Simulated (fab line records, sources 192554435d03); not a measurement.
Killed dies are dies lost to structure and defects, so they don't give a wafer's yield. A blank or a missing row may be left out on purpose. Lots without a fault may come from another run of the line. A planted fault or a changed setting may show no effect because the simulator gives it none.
A struck lot beside a sound one | flow n5_finfet | 37 steps out of a route of 1938
Sound: wafers L723.2, L723.3, L723.5. Struck: wafers L733.4, L733.5, L733.6. The cause comes at the end.
At each step with rows: each side's tool, then ch and its chambers, then its first start. Under that, the readings that differ: sound wafers | struck wafers | difference of the means | sigmas: that difference in standard deviations of wafers without a fault.
alike: readings whose means differ by less than 2 such deviations, and words and numbers that are the same on both sides. not compared: withheld readings, readings that some wafer has no value for, bounds like >300 that may hide the same value, and numbers for which the record gives no deviation and whose values overlap.
The two part at a step that has a row with sigmas, a row that says differs or no value, or rows on one side only. Numbers that don't overlap but have no deviation are shown without sigmas and don't part them. A reading that every wafer of one side lacks parts them only if that side has two wafers or more.

first, 33 steps without rows for these wafers: N5_BEOL_M4_ANNEAL_95 (time 240 s); N5_BEOL_M4_SPUTTER_96 (material Cu, target thk 4.5 nm, time 8.29 s); N5_BEOL_M4_ECD_50 (material Cu, target thk 300 nm); N5_BEOL_M4_ANNEAL_51 (time 90 s); N5_BEOL_M4_CMP_52 (polishes, stops on SiOC, t overpolish 6.8 s, target thk 40 nm); N5_BEOL_M4_PRE_CLEAN_60 (time 15 s); N5_BEOL_M4_CO_CAP_55 (material Co, precursor CCTBA/H2, target thk 2 nm, time 102.1 s); N5_BEOL_M4_PRE_CLEAN_56 (time 15 s); N5_BEOL_M4_DEP_57 (deposits SiCN from 3MS/NH3, target thk 8 nm, time 14 s); N5_BEOL_M5_ILD_DEP_00 (deposits SiCOH lowk from DEMS/porogen, target thk 140.64 nm, time 25.9 s); N5_BEOL_M5_CURE_79 (cures SiCOH lowk, time 240 s); N5_BEOL_M5_PECVD_70 (deposits SiO2 from TEOS/O2, target thk 16 nm, time 18 s); N5_BEOL_M5_HM_DEP_02 (deposits TiN, target thk 20 nm); N5_BEOL_M5_COAT_59 (time 60 s, resist thk 60 nm); N5_BEOL_M5_COAT_60 (time 60 s, resist thk 12 nm); N5_BEOL_M5_COAT_71 (time 60 s, resist thk 5 nm); N5_BEOL_M5_COAT_05 (resist thk 30 nm); N5_BEOL_M5_EBR_07; N5_BEOL_M5_SOFTBAKE_06 (time 60 s); N5_BEOL_M5_EXPOSE_08 (exposes mask M5, target cd 28 nm); N5_BEOL_M5_PEB_09 (peb time 60 s); N5_BEOL_M5_DEVELOP_10 (develop time 30 s); N5_BEOL_M5_DESCUM_16 (chemistry O2, time 7 s); N5_BEOL_M5_ETCH_72 (etches underlayer in N2/H2, target depth 6.5 nm, time 5.2 s); N5_BEOL_M5_ETCH_61 (etches SiARC in CF4, target depth 15.6 nm, time 26 s); N5_BEOL_M5_ETCH_62 (etches SOC in N2/H2, target depth 75 nm, overetch 15 nm, time 112.5 s); N5_BEOL_M5_STRIP_63 (strips in N2/H2); N5_BEOL_M5_STRIP_73 (strips in N2/H2); N5_BEOL_M5_STRIP_64 (strips in CF4); N5_BEOL_M5_HM_OPEN_17 (chemistry Cl2/BCl3, target TiN, target depth 20 nm, overetch 6 nm); N5_BEOL_M5_STRIP_19 (strips in O2); N5_BEOL_M5_COAT_65 (time 60 s, resist thk 60 nm); N5_BEOL_M5_COAT_66 (time 60 s, resist thk 12 nm).
N5_BEOL_M12_SPUTTER_45: material Cu, target thk 80 nm, time 13.33 s.
  sound on pvd_sputter-02, day 14 11:02; struck on pvd_sputter-02, day 18 07:35
  no value came back on the struck wafers for bias_v (V), cathode_dc_power_W (W), susceptor_temp_C (C), throttle_valve_pct (%); on the sound wafers bias_v (V) reads 60.3 59.5 59.9
N5_BEOL_M12_THK_MEAS_50: measures by xrf.
  sound on film_metro-01, day 14 12:14; struck on film_metro-01, day 18 08:26
  reading      | sound       | struck | difference                    | sigmas
  M12_THK (nm) | 311 314 309 | - - -  | no value on the struck wafers |
N5_BEOL_M12_RS_MEAS_54: measures by four-point-probe.
  sound on film_metro-01, day 14 12:22; struck on film_metro-01, day 18 08:34
  reading         | sound                | struck               | difference | sigmas
  M12_RS (ohm/sq) | 0.0613 0.0606 0.0618 | 56.503 57.210 56.715 | +56.748    | +99 or more
N5_PASSIVATION_PROBE_49:
  the record has rows for the struck wafers here (prober-01, day 19 16:58) and none for the sound ones

WHERE THEY PART
First at N5_BEOL_M12_SPUTTER_45; last, within this record, at N5_PASSIVATION_PROBE_49.

WHY: what the simulator had put in
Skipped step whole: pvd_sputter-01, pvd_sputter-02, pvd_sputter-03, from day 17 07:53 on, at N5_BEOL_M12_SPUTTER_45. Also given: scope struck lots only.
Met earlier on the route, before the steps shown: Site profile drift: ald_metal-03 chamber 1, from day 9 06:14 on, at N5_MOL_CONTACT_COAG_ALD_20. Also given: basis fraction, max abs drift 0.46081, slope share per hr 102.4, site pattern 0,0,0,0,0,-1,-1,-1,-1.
